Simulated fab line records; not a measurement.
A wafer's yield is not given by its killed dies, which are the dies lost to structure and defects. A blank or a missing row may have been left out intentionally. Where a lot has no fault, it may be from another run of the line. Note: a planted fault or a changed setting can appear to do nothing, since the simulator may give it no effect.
A lot that was struck, set against a sound lot -- flow n5-finfet -- 37 steps out of a route of 1938
Sound: the wafers L216.1, L216.2, L216.3. Struck: wafer L215.1 (left out: L215.2, L215.5 of the same lot, which were not struck); the cause appears at the end.
Per side, at each step with rows, come the tool, then ch with its chambers, and then its first start. Under that, the readings that differ: sound wafers -- struck wafers -- difference of the means -- sigmas: that difference in standard deviations of wafers without a fault.
alike: a reading whose means differ by less than 2 such deviations, as well as words and numbers matching on both sides. not compared: withheld readings; readings where some wafer has no value; bounds like >300 that might hide an equal value; numbers whose values overlap and for which the record gives no deviation.
The two part at a step that has a row with sigmas, a row that says differs or no value, or rows on one side only. Numbers that don't overlap but have no deviation are shown without sigmas and don't part them. Lack of a reading on every wafer of one side parts them only where that side has two or more wafers.

first, 9 steps without rows for these wafers: N5_BEOL_M4_ANNEAL_95 (time 240 s); N5_BEOL_M4_SPUTTER_96 (material Cu, target thk 4.5 nm, time 8.29 s); N5_BEOL_M4_ECD_50 (material Cu, target thk 300 nm); N5_BEOL_M4_ANNEAL_51 (time 90 s); N5_BEOL_M4_CMP_52 (polishes, stops on SiOC, t overpolish 6.8 s, target thk 40 nm); N5_BEOL_M4_PRE_CLEAN_60 (time 15 s); N5_BEOL_M4_CO_CAP_55 (material Co, precursor CCTBA/H2, target thk 2 nm, time 102.1 s); N5_BEOL_M4_PRE_CLEAN_56 (time 15 s); N5_BEOL_M4_DEP_57 (deposits SiCN from 3MS/NH3, target thk 8 nm, time 14 s).
N5_BEOL_M4_RC_MEAS_101:
  sound on prober-01 ch 0, day 13 22:36; struck on prober-01 ch 0, day 12 22:38
reading,sound,struck,difference,sigmas
DIBL_P (mV/V),38.4 35.0 38.3,33.0,-4.2,-2
IOFF_N (nA/um),0.192 0.152 0.204,0.116,-0.067,-3
IOFF_P (nA/um),0.27 0.20 0.27,0.16,-0.09,-2
SS_N (mV/dec),71.5 72.2 71.3,70.3,-1.4,-2
VT_N (mV),247 248 243,257,+11,+4
VT_P (mV),-244 -249 -244,-254,-8,-2
  alike: DIBL_N, ION_N, ION_P, SS_P
then, 24 steps without rows for these wafers: N5_BEOL_M5_ILD_DEP_00 (deposits SiCOH lowk from DEMS/porogen, target thk 140.64 nm, time 25.9 s); N5_BEOL_M5_CURE_79 (cures SiCOH lowk, time 240 s); N5_BEOL_M5_PECVD_70 (deposits SiO2 from TEOS/O2, target thk 16 nm, time 18 s); N5_BEOL_M5_HM_DEP_02 (deposits TiN, target thk 20 nm); N5_BEOL_M5_COAT_59 (time 60 s, resist thk 60 nm); N5_BEOL_M5_COAT_60 (time 60 s, resist thk 12 nm); N5_BEOL_M5_COAT_71 (time 60 s, resist thk 5 nm); N5_BEOL_M5_COAT_05 (resist thk 30 nm); N5_BEOL_M5_EBR_07; N5_BEOL_M5_SOFTBAKE_06 (time 60 s); N5_BEOL_M5_EXPOSE_08 (exposes mask M5, target cd 28 nm); N5_BEOL_M5_PEB_09 (peb time 60 s); N5_BEOL_M5_DEVELOP_10 (develop time 30 s); N5_BEOL_M5_DESCUM_16 (chemistry O2, time 7 s); N5_BEOL_M5_ETCH_72 (etches underlayer in N2/H2, target depth 6.5 nm, time 5.2 s); N5_BEOL_M5_ETCH_61 (etches SiARC in CF4, target depth 15.6 nm, time 26 s); N5_BEOL_M5_ETCH_62 (etches SOC in N2/H2, target depth 75 nm, overetch 15 nm, time 112.5 s); N5_BEOL_M5_STRIP_63 (strips in N2/H2); N5_BEOL_M5_STRIP_73 (strips in N2/H2); N5_BEOL_M5_STRIP_64 (strips in CF4); N5_BEOL_M5_HM_OPEN_17 (chemistry Cl2/BCl3, target TiN, target depth 20 nm, overetch 6 nm); N5_BEOL_M5_STRIP_19 (strips in O2); N5_BEOL_M5_COAT_65 (time 60 s, resist thk 60 nm); N5_BEOL_M5_COAT_66 (time 60 s, resist thk 12 nm).
N5_BEOL_M7_ALD_77: deposits TaN, target thk 2 nm, pulse time 2 s, purge time 3 s.
  sound on ald-metal-03 ch 0,1,2, day 15 06:19; struck on ald-metal-02 ch 1, day 14 02:21
reading,sound,struck,difference,sigmas
ald-cycles,40 40 40,28,-12,
model.TaN_of_BEOL_M7_ALD_77.thk-nm (nm),2 2 2,1.4,-0.6,
  alike: heater-power-w
-- here the record skips 3 days between the struck wafers' starts before and after, leaving off in module BEOL_M7 and picking up in module BEOL_M15 (first step shown: number 1830 of the route) --
N5_BEOL_M15_RC_MEAS_101:
  sound on prober-02 ch 0, day 18 10:19; struck on prober-01 ch 0, day 16 14:32
reading,sound,struck,difference,sigmas
SERP_M11 (ohm/um),3.09 3.15 2.97,3.32,+0.25,+3
SERP_M11_max_site (ohm/um),3.14 3.28 3.06,3.37,+0.21,+2
  alike: COMB_M10, COMB_M11, COMB_M11_max_site, COMB_M12, COMB_M13, COMB_M14, COMB_M15, COMB_M5, COMB_M5_max_site, COMB_M6, COMB_M7, COMB_M7_max_site, COMB_M8, COMB_M9, SERP_M10, SERP_M12, SERP_M13, SERP_M14, SERP_M5, SERP_M6, SERP_M7, SERP_M8, SERP_M9
N5_PASSIVATION_PROBE_49:
  sound on prober-02, day 19 02:23; struck on prober-01, day 17 03:40
reading,sound,struck,difference,sigmas
sort_bin_4_leakage (%),0 0 0,0.25,+0.25,
  alike: defect-limited-yield, killed_at_M0_to_M3, killed_at_M4_up, killed-at-contacts, killed-at-front-end, killed-at-other, killed-dies, killed-open, killed-short, sort_bin_5_function, sort_bin_6_memory, sort-n-pass, sort-yield-pct

== WHERE THEY PART ==
At N5_BEOL_M4_RC_MEAS_101 first; at N5_BEOL_M15_RC_MEAS_101 last (within this record only). Later steps at which nothing parts them and some readings are alike: N5_PASSIVATION_PROBE_49.

WHY: what the simulator had put in
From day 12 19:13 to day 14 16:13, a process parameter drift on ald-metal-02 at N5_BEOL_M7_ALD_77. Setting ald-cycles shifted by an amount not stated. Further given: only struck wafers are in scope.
